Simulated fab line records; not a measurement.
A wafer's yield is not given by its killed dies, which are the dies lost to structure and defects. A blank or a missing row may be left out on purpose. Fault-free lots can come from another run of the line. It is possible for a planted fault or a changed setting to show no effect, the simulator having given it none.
fab line records	flow n5-finfet
[record] lots = 9	wafers = 26	last-day = 16
route steps=1938 shown MOL_CONTACT_COAG@580 BEOL_M4@1111
lots that met no fault: from a run of the same line without faults
start-h: the number of hours between the record's first day and the start of the first shown wafer of the lot	wait-h: how many hours have passed since the lot's step before this one	" as in the row above	L1.1+2: a row that stands for several wafers	- no value present, or no start provided	* or withheld: withheld	< > ~ a bound
route shown NAME@n: NAME is a module with steps in the file, n the number in the route of the first one	usual: mean/standard deviation of fault-free wafers	same: alike in all rows	chamber/n: place in a boat	sites: each site's reading	_std_site: the standard deviation of these	_edge_site: outer sites' mean less inner sites'	radius-mm: how far each site lies from the wafer's centre	mask NAME#n: copy n	behind: the tool/chamber that last shaped the wafer	hold: what put the lot on hold/how long, in hours/how the hold closed	device: the n, p or np transistor that did not switch	end of line: the route-end tests of the same wafers	a step given without rows: its recipe and nothing more	killed: at the first sort, the dies lost to defects and structure; wafer yield is something else	map: a wafer's dies, marking killed ones x, the rest . and places with no die _
set.NAME: the run value of the setting; set.NAME@STEP: its run value at that earlier step	model.NAME: the simulator's own value behind a step, which no gauge read
the route's steps for a sample of lots (tables are steps, rows are wafers)
services: the hour from which a tool's chamber was out of use, counted from the record's first day as start-h (under 0 if before that day), plus the number of hours and why
[[steps]]
[step N5_MOL_CONTACT_COAG_ETCHBACK_132]
[recipe] chemistry = CHF3	target = SiO2	target-depth-a = 100	time-s = 6.7	ion-energy-ev = 200	pressure-mtorr = 30	source-w = 610	bias-w = 170	Ar_flow_sccm = 200	CHF3_flow_sccm = 50
[usual] CHF3_flow_sccm = 50.01/0.14	bias-w = 170.0/0.52	drypump-motor-current-A = 5.5/0.46	oes-product-au = 0.80/0.078	rf-fwd-power-W = 602.6/2.8	rf-vpp-V = 524/14	showerhead-plenum-p-Torr = 2.39/0.066	throttle-valve-pct = 18.52/0.29
lot.wafer	tool	chamber	start-h	wait-h	CHF3_flow_sccm	bias-w	drypump-motor-current-A	oes-product-au	rf-fwd-power-W	rf-hours-counter-h	rf-vpp-V	showerhead-plenum-p-Torr	throttle-valve-pct
L373.3	rie-diel-05	0	101.89	0.1	50.00	170.2	5.2	0.83	606.1	73	515	2.33	18.45
L373.4	"	3	"	"	50.06	169.8	5.4	0.70	605.1	214	524	2.37	18.72
L373.6	"	2	"	"	50.01	170.1	5.6	0.82	604.1	-	528	2.42	18.61
L374.1	rie-diel-05	1	110.00	0.3	50.24	170.4	4.8	0.68	601.1	243	509	2.34	18.43
L374.3	"	3	"	"	50.20	169.9	5.4	0.70	601.8	216	525	2.37	18.71
L374.5	"	0	"	"	49.99	169.6	5.2	0.82	606.6	-	515	2.33	18.47
L375.1	rie-diel-05	2	117.63	0.1	49.91	169.8	5.6	0.81	601.9	84	527	2.42	18.63
L375.2	"	1	"	"	50.01	170.1	4.9	0.68	597.4	246	508	2.34	18.44
L375.3	"	0	"	"	49.85	170.3	5.3	0.80	608.1	78	514	2.33	18.45
L377.3	rie-diel-02	2	126.00	0.1	50.01	170.6	5.4	0.90	599.9	23	550	2.51	18.10
L377.5	"	0	"	"	49.96	170.3	5.7	0.88	605.0	-	527	2.33	18.32
L377.6	"	3	"	"	50.07	169.1	5.8	0.82	601.9	-	517	2.40	18.47
L381.2	rie-diel-05	3	150.56	0.1	49.79	170.4	5.3	0.68	602.0	232	525	2.36	18.74
L381.5	"	2	"	"	49.75	170.6	5.6	0.79	596.7	-	528	2.41	18.67
L381.6	"	3	"	"	49.95	170.1	5.4	0.68	603.2	-	524	2.36	18.75
L383.1	rie-diel-02	3	170.25	0.1	50.11	170.7	5.8	0.81	602.7	106	517	2.40	18.49
L383.3	"	2	"	"	50.09	169.7	5.3	0.87	602.9	36	549	2.50	18.12
L383.4	"	1	"	"	50.08	169.9	6.0	0.72	597.8	210	545	2.44	18.78
L384.2	rie-diel-02	3	183.39	0.1	50.11	170.1	5.8	0.80	600.4	110	516	2.40	18.50
L384.4	"	2	"	"	49.86	170.4	5.3	0.87	604.7	41	549	2.50	18.11
L387.1	rie-diel-02	0	201.86	0.1	50.13	169.3	5.7	0.82	604.1	75	527	2.32	18.39
L387.4	"	2	"	"	50.02	170.6	5.3	0.87	606.2	47	550	2.50	18.14
L387.6	"	1	"	"	50.04	170.4	6.0	0.71	596.7	-	545	2.44	18.81
L392.1	rie-diel-05	2	219.25	0.2	49.95	170.3	5.6	0.76	602.7	128	528	2.40	18.71
L392.4	"	3	"	"	50.01	169.4	5.4	0.98	602.9	0	524	2.36	18.37
L392.5	"	2	"	"	50.16	170.3	5.6	0.76	601.2	-	527	2.40	18.73
[step N5_MOL_CONTACT_COAG_ALD_133]
[recipe] material = SiO2	target-thk-a = 50	temp-c = 100	ald-precursor-family = BDEAS	ald-co-reactant = O2-plasma	pulse-time-s = 1	co-reactant-pulse-time-s = 1	purge-time-s = 2	co-reactant-purge-time-s = 2	ald-cycles = 35	pressure-torr = 2
[usual] ald-cycles = 35/0	heater-power-w = 75/11	precursor-pulse-height-rel = 1.002/0.019
lot.wafer	tool	chamber	start-h	wait-h	ald-cycles	heater-power-w	precursor-pulse-height-rel
L373.3	ald-sin-03	3	103.08	0.1	35	66	1.018
L373.4	"	0	"	"	35	75	0.992
L373.6	"	1	"	"	35	71	1.001
L374.1	ald-sin-01	0	111.31	0.1	35	79	0.991
L374.3	"	2	"	"	35	94	1.006
L374.5	"	0	"	"	35	79	1.013
L375.1	ald-sin-04	0	118.70	0.1	35	86	0.999
L375.2	"	3	"	"	35	62	1.012
L375.3	"	2	"	"	35	83	0.951
L377.3	ald-sin-04	3	127.20	0.1	35	60	0.996
L377.5	"	2	"	"	35	82	0.992
L377.6	"	3	"	"	35	61	0.981
L381.2	ald-sin-04	1	151.65	0.1	35	72	1.002
L381.5	"	3	"	"	35	62	0.989
L381.6	"	2	"	"	35	82	0.988
L383.1	ald-sin-04	2	171.54	0.1	35	84	0.999
L383.3	"	3	"	"	35	62	0.982
L383.4	"	0	"	"	35	88	1.016
L384.2	ald-sin-04	3	185.06	0.4	35	62	1.002
L384.4	"	0	"	"	35	89	0.955
L387.1	ald-sin-04	2	204.89	0.2	36	83	0.998
L387.4	"	0	"	"	35	87	0.990
L387.6	"	3	"	"	35	63	1.004
L392.1	ald-sin-04	0	220.32	0.1	36	87	0.992
L392.4	"	3	"	"	35	61	0.989
L392.5	"	2	"	"	35	81	1.043
[step N5_MOL_CONTACT_COAG_ETCH_48]
[recipe] chemistry = C4F6/O2	target-depth-a = 150	overetch-a = 45	mask-material = SOC	target = SiOC	bias-w = 465	pressure-mtorr = 10	time-s = 17	source-w = 335	Ar_flow_sccm = 300	C4F6_flow_sccm = 10	O2_flow_sccm = 10	ion-energy-ev = 576
[usual] bias-w = 464.9/1.5	drypump-motor-current-A = 5.6/0.46	oes-product-au = 0.67/0.072	rf-fwd-power-W = 332.4/1.3	rf-vpp-V = 1598/40	showerhead-plenum-p-Torr = 2.86/0.08	throttle-valve-pct = 40.4/0.45
lot.wafer	tool	chamber	start-h	wait-h	bias-w	drypump-motor-current-A	oes-product-au	rf-fwd-power-W	rf-hours-counter-h	rf-vpp-V	showerhead-plenum-p-Torr	throttle-valve-pct
L373.3	rie-diel-05	3	103.48	0.0	464.7	5.4	0.63	333.2	214	1593	2.83	40.9
L373.4	"	1	"	"	467.4	4.8	0.58	328.3	241	1544	2.79	39.6
L373.6	"	0	"	"	464.5	5.2	0.71	332.3	-	1561	2.79	40.9
L374.1	rie-diel-02	2	111.71	0.0	463.7	5.3	0.81	332.9	18	1657	2.99	39.8
L374.3	"	3	"	"	465.0	5.8	0.64	331.6	86	1569	2.87	40.2
L374.5	"	0	"	"	464.5	5.7	0.71	333.7	-	1595	2.79	40.5
L375.1	rie-diel-02	1	119.10	0.0	465.4	6.0	0.65	330.5	194	1647	2.92	40.4
L375.2	"	2	"	"	467.3	5.3	0.80	332.6	20	1659	2.99	39.8
L375.3	"	0	"	"	466.7	5.7	0.78	332.5	49	1595	2.78	40.6
L377.3	rie-diel-06	2	127.77	0.0	463.7	6.5	0.60	332.7	221	1522	2.72	41.3
L377.5	"	3	"	"	465.1	6.6	0.58	334.6	-	1608	2.91	40.3
L377.6	"	0	"	"	464.7	5.0	0.78	333.1	-	1625	3.01	40.2
L381.2	rie-diel-02	3	152.06	0.0	464.7	5.8	0.64	332.6	100	1569	2.86	40.2
L381.5	"	2	"	"	462.9	5.3	0.76	332.8	-	1658	2.98	39.8
L381.6	"	1	"	"	462.6	6.0	0.62	330.9	-	1646	2.91	40.4
L383.1	rie-diel-02	0	172.12	0.0	464.2	5.7	0.72	334.6	64	1595	2.78	40.5
L383.3	"	3	"	"	463.0	5.8	0.62	333.4	107	1568	2.86	40.2
L383.4	"	1	"	"	463.9	6.0	0.56	331.0	211	1647	2.91	40.4
L384.2	rie-diel-02	3	185.47	0.0	463.4	5.8	0.66	331.9	111	1568	2.86	40.2
L384.4	"	2	"	"	464.8	5.4	0.72	332.3	41	1657	2.98	39.8
L387.1	rie-diel-02	2	205.32	0.0	466.1	5.3	0.67	334.5	48	1656	2.97	39.8
L387.4	"	1	"	"	466.1	6.0	0.58	331.4	224	1646	2.90	40.4
L387.6	"	2	"	"	465.3	5.3	0.64	333.5	-	1656	2.97	39.8
L392.1	rie-diel-02	2	220.74	0.0	465.1	5.3	0.75	333.0	52	1655	2.97	39.8
L392.4	"	3	"	"	464.8	5.8	0.68	331.8	126	1568	2.85	40.2
L392.5	"	1	"	"	463.9	6.0	0.59	331.6	-	1646	2.90	40.4
[step N5_MOL_CONTACT_COAG_STRIP_49]
[recipe] chemistry = N2/H2	time-s = 30	power-w = 1000	temp-c = 250	pressure-mtorr = withheld	n2-flow-sccm = 1750	h2-flow-sccm = 3250
[usual] drypump-motor-current-A = 5.32/0.23	heater-power-w = 306/22
lot.wafer	tool	chamber	start-h	wait-h	drypump-motor-current-A	heater-power-w	rf-hours-counter-h
L373.3	plasma-asher-02	1	103.64	-	5.36	286	-
L373.4	"	0	"	"	5.00	321	-
L373.6	"	0	"	"	5.02	313	-
L374.1	plasma-asher-02	1	111.85	-	5.37	292	89
L374.3	"	0	"	"	5.02	318	-
L374.5	"	0	"	"	5.01	316	-
L375.1	plasma-asher-01	0	119.24	-	5.62	282	53
L375.2	"	1	"	"	5.36	337	53
L375.3	"	0	"	"	5.60	279	-
L377.3	plasma-asher-02	1	127.93	-	5.39	293	-
L377.5	"	0	"	"	5.01	325	-
L377.6	"	1	"	"	5.37	285	-
L381.2	plasma-asher-02	1	152.19	-	5.37	293	96
L381.5	"	0	"	"	4.99	310	-
L381.6	"	1	"	"	5.34	290	-
L383.1	plasma-asher-01	1	172.25	-	5.31	344	61
L383.3	"	1	"	"	5.31	331	-
L383.4	"	0	"	"	5.65	280	-
L384.2	plasma-asher-02	1	185.60	-	5.38	288	104
L384.4	"	0	"	"	4.99	319	-
L387.1	plasma-asher-02	1	205.45	-	5.36	295	108
L387.4	"	0	"	"	4.98	320	-
L387.6	"	0	"	"	4.99	319	-
L392.1	plasma-asher-01	0	220.87	-	5.66	276	71
L392.4	"	0	"	"	5.64	282	-
L392.5	"	1	"	"	5.31	344	-
[step N5_BEOL_M4_RC_MEAS_101]
[usual] DIBL_N = 36.5/1.4	DIBL_P = 36.6/1.9	IOFF_N = 0.167/0.029	IOFF_P = 0.21/0.033	ION_N = 674/12	ION_P = 460/8.9	SS_N = 71.6/0.57	SS_P = 73.4/0.61	VT_N = 249/3.3	VT_P = -250/3.3
lot.wafer	tool	chamber	start-h	wait-h	DIBL_N[mV/V]	DIBL_P[mV/V]	IOFF_N[nA/um]	IOFF_P[nA/um]	ION_N[uA/um]	ION_P[uA/um]	SS_N[mV/dec]	SS_P[mV/dec]	VT_N[mV]	VT_P[mV]
L373.3	prober-01	0	164.05	0.9	34.9	35.9	0.152	0.17	682	454	71.5	73.3	250	-254
L373.4	"	0	"	"	34.5	35.7	0.133	0.18	660	449	71.4	73.7	251	-253
L373.6	"	0	"	"	37.4	37.8	0.186	0.20	670	453	72.5	73.2	244	-253
L374.1	prober-02	0	178.37	0.0	36.0	36.0	0.160	0.20	664	454	71.5	73.9	250	-252
L374.3	"	0	"	"	34.5	33.9	0.134	0.18	657	450	71.3	73.7	252	-256
L374.5	"	0	"	"	38.5	39.2	0.214	0.26	674	459	72.6	74.7	244	-247
L375.1	prober-02	0	181.24	0.0	36.0	37.2	0.162	0.23	693	478	71.3	72.9	252	-252
L375.2	"	0	"	"	34.5	34.3	0.130	0.19	667	460	71.4	72.8	253	-250
L375.3	"	0	"	"	36.4	36.9	0.145	0.22	659	457	72.1	73.6	252	-250
L377.3	prober-01	0	196.11	0.3	35.8	34.7	0.145	0.19	660	451	71.2	73.5	249	-251
L377.5	"	0	"	"	35.5	34.8	0.150	0.20	681	465	71.0	73.2	250	-249
L377.6	"	0	"	"	37.0	36.7	0.172	0.23	667	460	70.9	73.8	248	-248
L381.2	prober-01	0	214.88	0.2	35.4	34.6	0.153	0.18	678	460	71.9	72.6	250	-254
L381.5	"	0	"	"	37.5	37.5	0.210	0.21	689	465	71.5	73.6	245	-251
L381.6	"	0	"	"	36.1	35.6	0.158	0.18	671	453	71.5	72.5	249	-253
L383.1	prober-01	0	233.39	0.0	37.6	37.8	0.174	0.24	669	461	71.9	73.7	250	-250
L383.3	"	0	"	"	36.9	38.0	0.172	0.26	694	477	71.3	73.5	248	-247
L383.4	"	0	"	"	36.2	36.3	0.153	0.22	684	468	71.9	73.2	249	-247
L384.2	prober-02	0	242.24	0.2	38.6	40.1	0.216	0.23	691	465	72.2	74.6	244	-252
L384.4	"	0	"	"	37.4	36.5	0.170	0.17	667	449	72.1	73.5	249	-255
L387.1	prober-01	0	265.74	0.0	37.8	38.8	0.196	0.22	677	460	71.7	73.6	245	-248
L387.4	"	0	"	"	36.9	37.7	0.180	0.21	685	464	71.3	73.5	247	-250
L387.6	"	0	"	"	35.8	36.3	0.148	0.19	670	461	71.3	73.9	249	-252
L392.1	prober-02	0	289.57	0.0	36.3	36.5	0.160	0.20	671	456	72.0	74.1	248	-253
L392.4	"	0	"	"	35.6	36.2	0.138	0.20	660	451	71.5	73.5	254	-255
L392.5	"	0	"	"	35.4	35.1	0.140	0.19	673	459	70.9	74.4	252	-253
[[services]]
tool	chamber	start-h	hours	kind
rie-diel-06	0	79.05	8.7	repair
rie-diel-02	1	87.10	2.7	repair
rie-diel-02	0	122.41	2.5	repair
ald-sin-04	1	126.36	4.3	repair
rie-diel-05	1	129.72	-	clean
rie-diel-05	1	129.72	-	consumable-replace:focus-ring
rie-diel-05	1	129.72	12.8	scheduled-down
rie-diel-05	1	129.72	12.8	vent-cycle
plasma-asher-02	-	134.65	0.7	repair
rie-diel-02	0	151.41	1.6	repair
ald-sin-01	0	155.73	9.2	repair
ald-sin-01	1	159.89	16.0	repair
rie-diel-06	2	168.37	33.9	repair
ald-sin-01	-	176.75	14.0	pm
ald-sin-01	0	176.75	14.0	vent-cycle
ald-sin-03	3	187.19	13.1	repair
plasma-asher-01	-	192.36	1.2	repair
rie-diel-06	-	195.13	28.1	pm
rie-diel-05	3	198.03	-	clean
rie-diel-05	3	198.03	-	consumable-replace:focus-ring
rie-diel-05	3	198.03	19.4	scheduled-down
rie-diel-05	3	198.03	19.4	vent-cycle
plasma-asher-01	-	199.12	3.6	repair
ald-sin-04	-	206.12	6.1	pm
[[key]]
[first-sign] step = N5_MOL_CONTACT_COAG_ALD_133	reading = ald-cycles	direction = up	sigmas = 99+	usual = *	struck = *
effect none on later readings
met-at N5_MOL_CONTACT_COAG_ALD_133
struck-lots L387,L392
struck-wafers L387.1,L392.1
not-acting-at N5_MOL_CONTACT_COAG_ETCHBACK_132,N5_MOL_CONTACT_COAG_ETCH_48,N5_MOL_CONTACT_COAG_STRIP_49
onset-between 185.06 204.89
[fault] kind = process-parameter-drift	tool = ald-sin-04	chamber = -	onset-h = 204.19	steps = N5_MOL_CONTACT_COAG_ALD_133	channel = ald-cycles	offset = *	shape = step	end-h = 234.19	scope = struck-wafers-only	acts-in = *	stated = *
